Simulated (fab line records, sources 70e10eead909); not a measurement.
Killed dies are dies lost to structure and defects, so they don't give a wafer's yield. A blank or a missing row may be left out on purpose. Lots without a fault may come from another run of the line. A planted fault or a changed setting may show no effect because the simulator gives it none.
Which tool did it? | flow nand_harc | 14 lots, 42 wafers sampled, at 4 steps of a route of 1302

WHAT THE GAUGES READ, wafer by wafer
The record holds no reading of a measuring or inspecting step that can be judged against a usual standard deviation.

WHICH TOOL RAN EACH LOT (tool, then ch and the chambers of the sampled wafers, then the start)
lot  | NHARC_A_BLC_CMP_25            | NHARC_A_M0_DEGAS_28          | NHARC_A_M0_PVD_21            | NHARC_A_M0_ANNEAL_30
L582 | cmp-03 ch 2,3, day 23 12:29   | pvd_sputter-03, day 23 14:55 | pvd_sputter-03, day 23 15:08 | rtp_anneal-02 ch 0, day 23 15:43
L580 | cmp-03 ch 0,2,3, day 23 14:25 | pvd_sputter-02, day 23 16:52 | pvd_sputter-02, day 23 17:06 | rtp_anneal-01 ch 0, day 23 17:35
L583 | cmp-01 ch 0,1,2, day 23 14:49 | pvd_sputter-03, day 23 17:16 | pvd_sputter-03, day 23 17:29 | rtp_anneal-02 ch 0, day 23 18:00
L584 | cmp-02 ch 1,2, day 24 04:43   | pvd_sputter-02, day 24 07:03 | pvd_sputter-02, day 24 07:17 | rtp_anneal-02 ch 0, day 24 07:49
L585 | cmp-03 ch 1,3, day 25 09:08   | pvd_sputter-02, day 25 11:35 | pvd_sputter-02, day 25 11:49 | rtp_anneal-01 ch 0, day 25 12:20
L588 | cmp-01 ch 0,2,3, day 25 10:53 | pvd_sputter-03, day 25 13:23 | pvd_sputter-03, day 25 13:37 | rtp_anneal-01 ch 0, day 25 14:07
L586 | cmp-02 ch 0,1,2, day 25 13:22 | pvd_sputter-02, day 25 15:37 | pvd_sputter-02, day 25 15:58 | rtp_anneal-01 ch 0, day 25 16:32
L587 | cmp-03 ch 0,1, day 25 19:53   | pvd_sputter-01, day 25 22:40 | pvd_sputter-01, day 25 22:55 | rtp_anneal-01 ch 0, day 25 23:29
L589 | cmp-02 ch 1,2, day 26 10:46   | pvd_sputter-01, day 26 13:03 | pvd_sputter-01, day 26 13:16 | rtp_anneal-01 ch 0, day 26 13:49
L595 | cmp-02 ch 0,2,3, day 28 16:19 | pvd_sputter-03, day 28 18:44 | pvd_sputter-03, day 28 18:58 | rtp_anneal-02 ch 0, day 28 19:35
L594 | cmp-01 ch 0,1, day 28 18:53   | pvd_sputter-01, day 28 21:18 | pvd_sputter-01, day 28 21:34 | rtp_anneal-01 ch 0, day 28 22:04
L598 | cmp-01 ch 0,1,3, day 30 05:38 | pvd_sputter-01, day 30 08:10 | pvd_sputter-01, day 30 08:25 | rtp_anneal-01 ch 0, day 30 08:54
L601 | cmp-01 ch 2,3, day 31 07:07   | pvd_sputter-03, day 31 09:31 | pvd_sputter-03, day 31 09:43 | rtp_anneal-01 ch 0, day 31 10:21
L603 | cmp-01 ch 1,3, day 32 14:49   | pvd_sputter-03, day 32 17:14 | pvd_sputter-03, day 32 17:26 | rtp_anneal-02 ch 0, day 32 18:04
- NHARC_A_BLC_CMP_25: polishes, t overpolish 30 s, target thk 150 nm.
- NHARC_A_M0_DEGAS_28: time 60 s.
- NHARC_A_M0_PVD_21: deposits Cu, target thk 30 nm, time 20.49 s.
- NHARC_A_M0_ANNEAL_30: time 90 s.

WHAT THE TOOLS THEMSELVES READ (means of the sampled wafers that have a number; where no wafer has one, the mark that the record gives instead)
NHARC_A_BLC_CMP_25. Usual: edge_zone_pressure_frac 1.000, standard deviation 0.0048; motor_current_A 12.0 A, standard deviation 0.96; overpolish_run_s 30.000 s, standard deviation 0.0096; retaining_ring_pressure_frac 1.000, standard deviation 0.005; time_to_endpoint_s 30.0 s, standard deviation 2.5.
lot  | tool   | edge_zone_pressure_frac | motor_current_A (A) | overpolish_run_s (s) | retaining_ring_pressure_frac | time_to_endpoint_s (s) | flag
L582 | cmp-03 | 1.001                   | 11.8                | 30.009               | 1.002                        | 28.3                   |
L580 | cmp-03 | 0.999                   | 12.0                | 29.993               | 0.998                        | 30.1                   |
L583 | cmp-01 | 0.997                   | 12.1                | 29.999               | 0.998                        | 30.5                   |
L584 | cmp-02 | 1.002                   | 11.7                | 30.005               | 1.002                        | 27.7                   |
L585 | cmp-03 | 0.997                   | 12.4                | 30.004               | 1.002                        | 26.5                   |
L588 | cmp-01 | 0.994                   | 11.6                | 30.002               | 1.001                        | 30.7                   |
L586 | cmp-02 | 0.998                   | 12.5                | 29.999               | 0.998                        | 35.2                   |
L587 | cmp-03 | 0.998                   | 14.1                | 30.010               | 1.005                        | 30.3                   |
L589 | cmp-02 | 0.999                   | 11.8                | 29.993               | 1.001                        | 32.2                   |
L595 | cmp-02 | 0.998                   | 12.3                | 29.997               | 0.998                        | 32.9                   |
L594 | cmp-01 | 1.008                   | 11.7                | 29.997               | 1.002                        | 27.6                   |
L598 | cmp-01 | 1.002                   | 12.0                | 30.011               | 1.000                        | 28.1                   |
L601 | cmp-01 | 0.999                   | 11.1                | 30.000               | 0.999                        | 33.2                   |
L603 | cmp-01 | 1.000                   | 10.9                | 29.994               | 1.001                        | 26.5                   |

NHARC_A_M0_DEGAS_28. Usual: heater_power_w 333 W, standard deviation 20.
lot  | tool           | heater_power_w (W) | flag
L582 | pvd_sputter-03 | 317                |
L580 | pvd_sputter-02 | 338                |
L583 | pvd_sputter-03 | 320                |
L584 | pvd_sputter-02 | 336                |
L585 | pvd_sputter-02 | 319                |
L588 | pvd_sputter-03 | 341                |
L586 | pvd_sputter-02 | 324                |
L587 | pvd_sputter-01 | 328                |
L589 | pvd_sputter-01 | 338                |
L595 | pvd_sputter-03 | 319                |
L594 | pvd_sputter-01 | 338                |
L598 | pvd_sputter-01 | 329                |
L601 | pvd_sputter-03 | 328                |
L603 | pvd_sputter-03 | 330                |

NHARC_A_M0_PVD_21. Usual: cathode_dc_power_W 5000.1 W, standard deviation 0.92; chamber_pressure_pa 5.000 Pa, standard deviation 0.011; throttle_valve_pct 29.8 %, standard deviation 0.62.
lot  | tool           | cathode_dc_power_W (W) | chamber_pressure_pa (Pa) | throttle_valve_pct (%) | flag
L582 | pvd_sputter-03 | 5000.3                 | 4.996                    | 30.5                   |
L580 | pvd_sputter-02 | 4999.7                 | 5.012                    | 29.5                   |
L583 | pvd_sputter-03 | 4999.4                 | 5.001                    | 30.4                   |
L584 | pvd_sputter-02 | 4999.8                 | 4.999                    | 29.6                   |
L585 | pvd_sputter-02 | 4998.8                 | 5.008                    | 29.4                   |
L588 | pvd_sputter-03 | 4998.5                 | 5.011                    | 30.7                   |
L586 | pvd_sputter-02 | 5000.2                 | 4.991                    | 29.7                   |
L587 | pvd_sputter-01 | 4999.8                 | 4.999                    | 29.7                   |
L589 | pvd_sputter-01 | 4999.9                 | 4.996                    | 30.0                   |
L595 | pvd_sputter-03 | -                      | -                        | -                      | OFF
L594 | pvd_sputter-01 | -                      | -                        | -                      | OFF
L598 | pvd_sputter-01 | 4999.7                 | 5.008                    | 30.0                   |
L601 | pvd_sputter-03 | 5000.4                 | 4.990                    | 30.8                   |
L603 | pvd_sputter-03 | 5000.4                 | 4.992                    | 29.5                   |

NHARC_A_M0_ANNEAL_30. Usual: wafer_temp_C_max 226.1, standard deviation 0.45.
lot  | tool          | wafer_temp_C_max | flag
L582 | rtp_anneal-02 | 226.8            |
L580 | rtp_anneal-01 | 225.6            |
L583 | rtp_anneal-02 | 226.4            |
L584 | rtp_anneal-02 | 226.0            |
L585 | rtp_anneal-01 | 225.5            |
L588 | rtp_anneal-01 | 225.7            |
L586 | rtp_anneal-01 | 226.0            |
L587 | rtp_anneal-01 | 225.8            |
L589 | rtp_anneal-01 | 225.6            |
L595 | rtp_anneal-02 | 226.6            |
L594 | rtp_anneal-01 | 225.8            |
L598 | rtp_anneal-01 | 225.9            |
L601 | rtp_anneal-01 | 225.7            |
L603 | rtp_anneal-02 | 226.5            |

THE ANSWER, worked out from the rows above alone
Rule: a lot is off if the mean of its wafers that have a number lies more than 3 standard deviations from the usual mean. A lot without any number at a reading at which 4 lots or more have one is off too. The other lots that the step has rows for count as sound. The gauges are gone through in route order, then the tools' own readings, and for those a lot's mean is taken as printed above. The first step at which some lot is off is used, and at that step the reading that is off furthest; a lot without a number counts as furthest.
Off: L595, L594, at NHARC_A_M0_PVD_21 (cathode_dc_power_W). Without a number there: L595, L594.
A tool fits if, at that step or a process step before it, it ran every lot that is off, and no sound lot after the first of them. None of those tried fits.

WHAT THE SIMULATOR HAD PUT IN
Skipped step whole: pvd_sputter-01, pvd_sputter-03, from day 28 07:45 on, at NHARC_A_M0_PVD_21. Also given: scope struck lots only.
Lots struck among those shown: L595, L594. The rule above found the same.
